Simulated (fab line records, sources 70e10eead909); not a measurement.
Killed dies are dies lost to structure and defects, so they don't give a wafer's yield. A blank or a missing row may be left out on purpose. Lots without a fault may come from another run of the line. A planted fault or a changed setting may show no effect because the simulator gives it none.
Which tool did it? | flow nand_harc | 24 lots, 72 wafers sampled, at 4 steps of a route of 1302

WHAT THE GAUGES READ, wafer by wafer
NHARC_A_CONTACT_INSPECT_44. Usual: raw_defect_count 82, standard deviation 38.
lot  | measured     | on                | raw_defect_count | flag
L075 | day 21 21:17 | defect_inspect-01 | 78 81 76         |
L074 | day 21 20:56 | defect_inspect-02 | 136 130 144      |
L076 | day 22 06:26 | defect_inspect-02 | 65 82 57         |
L078 | day 23 00:31 | defect_inspect-02 | 68 69 62         |
L077 | day 23 00:41 | defect_inspect-01 | 83 98 92         |
L079 | day 23 17:44 | defect_inspect-02 | 109 109 113      |
L080 | day 23 23:13 | defect_inspect-01 | 23 29 32         |
L081 | day 24 01:55 | defect_inspect-02 | 146 165 158      |
L082 | day 24 22:25 | defect_inspect-01 | 172 162 181      |
L083 | day 24 21:05 | defect_inspect-02 | 26 33 31         |
L085 | day 25 16:44 | defect_inspect-01 | 55 43 49         |
L084 | day 25 23:26 | defect_inspect-02 | 18 19 11         |
L086 | day 26 10:10 | defect_inspect-02 | 103 96 97        |
L087 | day 27 01:01 | defect_inspect-01 | 62 79 77         |
L089 | day 27 18:32 | defect_inspect-02 | 85 65 65         |
L088 | day 27 18:15 | defect_inspect-01 | 89 80 99         |
L090 | day 28 15:26 | defect_inspect-02 | 122 124 91       |
L091 | day 28 16:15 | defect_inspect-01 | 63 59 67         |
L093 | day 29 15:35 | defect_inspect-02 | 74 59 65         |
L092 | day 29 15:48 | defect_inspect-01 | 109 97 125       |
L095 | day 30 03:34 | defect_inspect-02 | 82 66 69         |
L096 | day 30 06:03 | defect_inspect-01 | 95 114 103       |
L094 | day 30 12:41 | defect_inspect-01 | 78 82 99         |
L097 | day 30 18:34 | defect_inspect-01 | 20 34 33         |

WHICH TOOL RAN EACH LOT (tool, then ch and the chambers of the sampled wafers, then the start)
lot  | NHARC_A_STAIRCASE_DEP_471       | NHARC_A_SGD_CUT_ETCHBACK_24        | NHARC_A_WL_FILL_ALD_10
L075 | pecvd-03 ch 0,1, day 19 13:43   | rie_diel-10 ch 0,1,3, day 19 22:26 | ald_hk-02 ch 1,2,3, day 21 02:16
L074 | pecvd-04 ch 1,2, day 19 14:56   | rie_diel-03 ch 0,1,3, day 19 22:25 | ald_hk-04 ch 0,1,3, day 21 01:14
L076 | pecvd-01 ch 0,1,2, day 20 00:37 | rie_diel-13 ch 0,1, day 20 08:19   | ald_hk-02 ch 0,2, day 21 10:52
L078 | pecvd-04 ch 0,1,2, day 20 20:53 | rie_diel-13 ch 0,2,3, day 21 05:47 | ald_hk-01 ch 0,1,2, day 22 07:56
L077 | pecvd-03 ch 0,2, day 20 20:58   | rie_diel-10 ch 0,2, day 21 05:49   | ald_hk-04 ch 0,3, day 22 07:32
L079 | pecvd-03 ch 0,1,2, day 21 02:29 | rie_diel-10 ch 0,1,2, day 21 14:09 | ald_hk-01 ch 0,1,2, day 23 01:02
L080 | pecvd-03 ch 0,2, day 21 20:41   | rie_diel-03 ch 0,2, day 22 04:46   | ald_hk-04 ch 0,1, day 23 05:49
L081 | pecvd-03 ch 1,2, day 21 20:56   | rie_diel-10 ch 1,2,3, day 22 04:47 | ald_hk-01 ch 0,2, day 23 05:49
L082 | pecvd-03 ch 0,1,2, day 22 14:41 | rie_diel-10 ch 1,2,3, day 22 22:58 | ald_hk-04 ch 0,1,3, day 24 02:55
L083 | pecvd-04 ch 0,1,2, day 22 15:55 | rie_diel-03 ch 0,1, day 22 22:58   | ald_hk-02 ch 0,2,3, day 24 02:26
L085 | pecvd-04 ch 0,1, day 23 08:04   | rie_diel-13 ch 0,2,3, day 23 18:19 | ald_hk-01 ch 2,3, day 24 20:41
L084 | pecvd-01 ch 1,2, day 23 17:15   | rie_diel-03 ch 0,1,2, day 24 05:27 | ald_hk-04 ch 2,3, day 25 06:18
L086 | pecvd-04 ch 1,2, day 24 03:56   | rie_diel-10 ch 0,3, day 24 12:07   | ald_hk-04 ch 1,3, day 25 17:22
L087 | pecvd-01 ch 1,2, day 24 19:46   | rie_diel-03 ch 0,2,3, day 25 03:30 | ald_hk-02 ch 0,1,3, day 26 04:53
L089 | pecvd-04 ch 0,2, day 25 13:17   | rie_diel-13 ch 1,2,3, day 25 21:02 | ald_hk-01 ch 1,2, day 26 23:12
L088 | pecvd-04 ch 0,1,2, day 25 13:29 | rie_diel-03 ch 0,1,2, day 25 21:01 | ald_hk-04 ch 0,1,2, day 26 22:11
L090 | pecvd-03 ch 1,2, day 26 07:50   | rie_diel-13 ch 2,3, day 26 15:49   | ald_hk-04 ch 1,3, day 27 18:22
L091 | pecvd-04 ch 0,1,2, day 26 08:47 | rie_diel-10 ch 0,1,2, day 26 15:48 | ald_hk-02 ch 0,1,3, day 27 17:50
L093 | pecvd-01 ch 0,1, day 27 08:23   | rie_diel-10 ch 0,2,3, day 27 19:20 | ald_hk-01 ch 0,2,3, day 28 21:22
L092 | pecvd-03 ch 0,1,2, day 27 08:49 | rie_diel-13 ch 1,2,3, day 27 19:20 | ald_hk-04 ch 0,2,3, day 28 21:22
L095 | pecvd-01 ch 0,1,2, day 27 19:55 | rie_diel-13 ch 2,3, day 28 04:14   | ald_hk-01 ch 1,3, day 29 10:50
L096 | pecvd-03 ch 0,1, day 27 20:23   | rie_diel-10 ch 0,2,3, day 28 04:16 | ald_hk-02 ch 0,3, day 29 10:50
L094 | pecvd-01 ch 0,1,2, day 27 20:29 | rie_diel-13 ch 1,2,3, day 28 04:23 | ald_hk-02 ch 1,2, day 29 14:28
L097 | pecvd-04 ch 0,1, day 28 07:38   | rie_diel-03 ch 0,2,3, day 28 15:23 | ald_hk-01 ch 0,2,3, day 29 23:56
- NHARC_A_STAIRCASE_DEP_471: deposits SiO2, target thk 100 nm.
- NHARC_A_SGD_CUT_ETCHBACK_24: etches the open film in CH3F/O2, target depth 50 nm, time 92.857 s.
- NHARC_A_WL_FILL_ALD_10: deposits SiO2, target thk 50 nm, pulse time 10 s, ald cycles 500.

WHAT THE TOOLS THEMSELVES READ (means of the sampled wafers that have a number; where no wafer has one, the mark that the record gives instead)
NHARC_A_STAIRCASE_DEP_471. Usual: heater_power_w 572 W, standard deviation 60; throttle_valve_pct 16.0 %, standard deviation 0.69.
lot  | tool     | heater_power_w (W) | throttle_valve_pct (%) | flag
L075 | pecvd-03 | 563                | 16.2                   |
L074 | pecvd-04 | 549                | 16.1                   |
L076 | pecvd-01 | 572                | 16.5                   |
L078 | pecvd-04 | 523                | 15.9                   |
L077 | pecvd-03 | 552                | 15.4                   |
L079 | pecvd-03 | 612                | 15.5                   |
L080 | pecvd-03 | 585                | 15.9                   |
L081 | pecvd-03 | 578                | 14.9                   |
L082 | pecvd-03 | 549                | 15.5                   |
L083 | pecvd-04 | 543                | 16.1                   |
L085 | pecvd-04 | 603                | 16.0                   |
L084 | pecvd-01 | 510                | 16.2                   |
L086 | pecvd-04 | 615                | 15.6                   |
L087 | pecvd-01 | 486                | 16.5                   |
L089 | pecvd-04 | 536                | 16.3                   |
L088 | pecvd-04 | 568                | 16.1                   |
L090 | pecvd-03 | 562                | 15.4                   |
L091 | pecvd-04 | 582                | 16.2                   |
L093 | pecvd-01 | 619                | 16.8                   |
L092 | pecvd-03 | 573                | 15.8                   |
L095 | pecvd-01 | 551                | 16.6                   |
L096 | pecvd-03 | 626                | 15.9                   |
L094 | pecvd-01 | 591                | 16.7                   |
L097 | pecvd-04 | 533                | 15.9                   |

NHARC_A_SGD_CUT_ETCHBACK_24. Usual: drypump_motor_current_A 5.9 A, standard deviation 0.54; oes_product_au 0.97 a.u., standard deviation 0.037; rf_vpp_V 244.0 V, standard deviation 1.5; showerhead_plenum_p_Torr 2.43 Torr, standard deviation 0.088; throttle_valve_pct 20.664 %, standard deviation 0.0085.
lot  | tool        | drypump_motor_current_A (A) | oes_product_au (a.u.) | rf_vpp_V (V) | showerhead_plenum_p_Torr (Torr) | throttle_valve_pct (%) | flag
L075 | rie_diel-10 | 6.5                         | 0.93                  | 243.6        | 2.43                            | 20.662                 |
L074 | rie_diel-03 | 5.5                         | 1.00                  | 245.2        | 2.45                            | 20.659                 |
L076 | rie_diel-13 | 5.9                         | 0.94                  | 243.5        | 2.36                            | 20.665                 |
L078 | rie_diel-13 | 5.8                         | 0.95                  | 243.2        | 2.39                            | 20.669                 |
L077 | rie_diel-10 | 6.2                         | 0.97                  | 244.6        | 2.49                            | 20.662                 |
L079 | rie_diel-10 | 6.3                         | 0.99                  | 244.1        | 2.45                            | 20.669                 |
L080 | rie_diel-03 | 5.8                         | 1.00                  | 244.8        | 2.53                            | 20.662                 |
L081 | rie_diel-10 | 6.4                         | 0.99                  | 245.0        | 2.45                            | 20.658                 |
L082 | rie_diel-10 | 6.3                         | 0.92                  | 244.0        | 2.45                            | 20.656                 |
L083 | rie_diel-03 | 5.9                         | 1.00                  | 244.1        | 2.45                            | 20.670                 |
L085 | rie_diel-13 | 5.8                         | 0.92                  | 243.1        | 2.39                            | 20.662                 |
L084 | rie_diel-03 | 5.9                         | 0.92                  | 244.9        | 2.49                            | 20.660                 |
L086 | rie_diel-10 | 6.4                         | 1.00                  | 244.6        | 2.48                            | 20.665                 |
L087 | rie_diel-03 | 5.5                         | 1.00                  | 244.8        | 2.48                            | 20.666                 |
L089 | rie_diel-13 | 5.3                         | 1.00                  | 243.1        | 2.38                            | 20.668                 |
L088 | rie_diel-03 | 5.9                         | 0.93                  | 244.8        | 2.49                            | 20.658                 |
L090 | rie_diel-13 | 5.5                         | 1.00                  | 243.9        | 2.43                            | 20.658                 |
L091 | rie_diel-10 | 6.3                         | 1.00                  | 242.7        | 2.45                            | 20.668                 |
L093 | rie_diel-10 | 6.3                         | 0.93                  | 245.1        | 2.50                            | 20.661                 |
L092 | rie_diel-13 | 5.4                         | 1.00                  | 243.0        | 2.38                            | 20.657                 |
L095 | rie_diel-13 | 5.5                         | 0.92                  | 244.2        | 2.43                            | 20.658                 |
L096 | rie_diel-10 | 6.3                         | 1.01                  | 244.8        | 2.50                            | 20.668                 |
L094 | rie_diel-13 | 5.3                         | 0.92                  | 243.4        | 2.38                            | 20.655                 |
L097 | rie_diel-03 | 5.5                         | 1.00                  | 244.7        | 2.48                            | 20.664                 |

NHARC_A_WL_FILL_ALD_10. Usual: heater_power_w 480 W, standard deviation 49; precursor_pulse_height_rel 1.001, standard deviation 0.019.
lot  | tool      | heater_power_w (W) | precursor_pulse_height_rel | flag
L075 | ald_hk-02 | 459                | 1.024                      |
L074 | ald_hk-04 | 462                | 1.001                      |
L076 | ald_hk-02 | 442                | 0.986                      |
L078 | ald_hk-01 | 492                | 1.018                      |
L077 | ald_hk-04 | 446                | 1.033                      |
L079 | ald_hk-01 | 490                | 0.990                      |
L080 | ald_hk-04 | 471                | 0.989                      |
L081 | ald_hk-01 | 436                | 0.990                      |
L082 | ald_hk-04 | 461                | 0.991                      |
L083 | ald_hk-02 | 450                | 1.008                      |
L085 | ald_hk-01 | 480                | 1.001                      |
L084 | ald_hk-04 | 474                | 0.998                      |
L086 | ald_hk-04 | 464                | 1.003                      |
L087 | ald_hk-02 | 469                | 1.001                      |
L089 | ald_hk-01 | 552                | 1.013                      |
L088 | ald_hk-04 | 489                | 0.995                      |
L090 | ald_hk-04 | 446                | 0.997                      |
L091 | ald_hk-02 | 475                | 0.988                      |
L093 | ald_hk-01 | 451                | 1.003                      |
L092 | ald_hk-04 | 497                | 1.001                      |
L095 | ald_hk-01 | 524                | 1.007                      |
L096 | ald_hk-02 | 472                | 0.998                      |
L094 | ald_hk-02 | 428                | 1.001                      |
L097 | ald_hk-01 | 456                | 1.013                      |

THE ANSWER, worked out from the rows above alone
Rule: a lot is off if the mean of its wafers that have a number lies more than 3 standard deviations from the usual mean. A lot without any number at a reading at which 4 lots or more have one is off too. The other lots that the step has rows for count as sound. The gauges are gone through in route order, then the tools' own readings, and for those a lot's mean is taken as printed above. The first step at which some lot is off is used, and at that step the reading that is off furthest; a lot without a number counts as furthest.
No lot is off at any reading shown: from this, nothing can be told.

WHAT THE SIMULATOR HAD PUT IN
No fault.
